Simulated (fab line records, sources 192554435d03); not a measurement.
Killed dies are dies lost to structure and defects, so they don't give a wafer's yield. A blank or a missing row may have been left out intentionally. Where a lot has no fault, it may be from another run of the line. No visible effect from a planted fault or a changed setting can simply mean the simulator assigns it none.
Comparing a struck lot with a sound one	flow n5-finfet	15 steps out of a route of 1938
Sound: wafers L871.2, L871.4, L871.6. Wafers L891.1, L891.2, L891.6 were the ones struck. The cause is named last.
For every step that has rows: the tool of each side, followed by ch and its chambers, followed by its first start. Under that, the readings that differ: sound wafers	struck wafers	difference of the means	sigmas: that difference in standard deviations of wafers without a fault.
alike: a reading whose means differ by less than 2 such deviations, as well as words and numbers matching on both sides. not compared: withheld readings; readings where some wafer has no value; bounds like >300 that might hide an equal value; numbers whose values overlap and for which the record gives no deviation.
A row with sigmas, a row that says differs or no value, or rows on one side alone: a step with any of these is where the two part. Non-overlapping numbers with no deviation appear without sigmas and do not part them. Lack of a reading on every wafer of one side parts them only where that side has two or more wafers.

N5_BEOL_M14_CMP_49: polishes, stops on SiO2, t overpolish 5.2 s, target thk 560 nm.
  sound on cmp-02 ch 1,3, day 13 09:25; struck on cmp-04 ch 1,2, day 18 04:40
  alike: barrier-field-endpoint-s, motor-current-A, overpolish-run-s, platen-rpm, time-to-endpoint-s
N5_BEOL_M14_THK_MEAS_50: measures by xrf.
  sound on film-metro-01, day 13 09:43; struck on film-metro-02, day 18 04:57
  alike: M14_THK
then, 1 step without rows for these wafers: N5_BEOL_M14_PRE_CLEAN_52 (time 15 s).
N5_BEOL_M14_DEP_53: deposits SiCN from 3MS/NH3, target thk 50 nm, time 17.8 s.
  sound on pecvd-02 ch 0,1,2, day 13 09:47; struck on pecvd-01 ch 1,2, day 18 05:01
reading	sound	struck	difference	sigmas
throttle-valve-pct (%)	17.3 19.3 19.6	17.0 16.4 16.7	-2.0	-2
  alike: showerhead-plenum-p-Torr
N5_BEOL_M14_RS_MEAS_54: uses a four-point probe to measure.
  sound on film-metro-01, day 13 09:51; struck on film-metro-01, day 18 05:05
  alike: M14_RS
N5_BEOL_M14_INSPECT_55: inspects for defects (darkfield).
  sound on defect-inspect-01, day 13 09:53; struck on defect-inspect-02, day 18 05:07
  alike: raw-defect-count
N5_BEOL_M15_ILD_DEP_00: deposits SiO2 from TEOS/O2, target thk 1629.3 nm, time 346.1 s.
  sound on pecvd-03 ch 0,2, day 13 09:55; struck on pecvd-02 ch 0,1,2, day 18 05:08
  alike: heater-power-w, showerhead-plenum-p-Torr, throttle-valve-pct
N5_BEOL_M15_THK_MEAS_01:
  sound on film-metro-01, day 13 10:10; struck on film-metro-01, day 18 05:23
  alike: M15_ILD_THK
then, 4 steps without rows for these wafers: N5_BEOL_M15_COAT_58 (time 60 s, resist thk 89 nm); N5_BEOL_M15_COAT_04 (resist thk 800 nm); N5_BEOL_M15_EBR_06; N5_BEOL_M15_SOFTBAKE_05 (time 60 s).
N5_BEOL_M15_EXPOSE_07: exposes mask V14.
  sound on krf-scanner-01 ch 0, day 13 10:18; struck on krf-scanner-01 ch 0, day 18 05:39
reading	sound	struck	difference	sigmas
exposure-dose-mJ-cm2	41.06 41.15 41.10	42.57 42.61 42.58	+1.48	+37
  alike: mask
then, 1 step without rows for these wafers: N5_BEOL_M15_PEB_08 (peb time 90 s).
N5_PASSIVATION_PROBE_49:
  the record has rows for the sound wafers here (prober-01, day 14 14:31) and none for the struck ones

== WHERE THEY PART ==
Earliest at N5_BEOL_M14_DEP_53; latest, in this record, at N5_PASSIVATION_PROBE_49.

WHY: whatever the simulator had introduced
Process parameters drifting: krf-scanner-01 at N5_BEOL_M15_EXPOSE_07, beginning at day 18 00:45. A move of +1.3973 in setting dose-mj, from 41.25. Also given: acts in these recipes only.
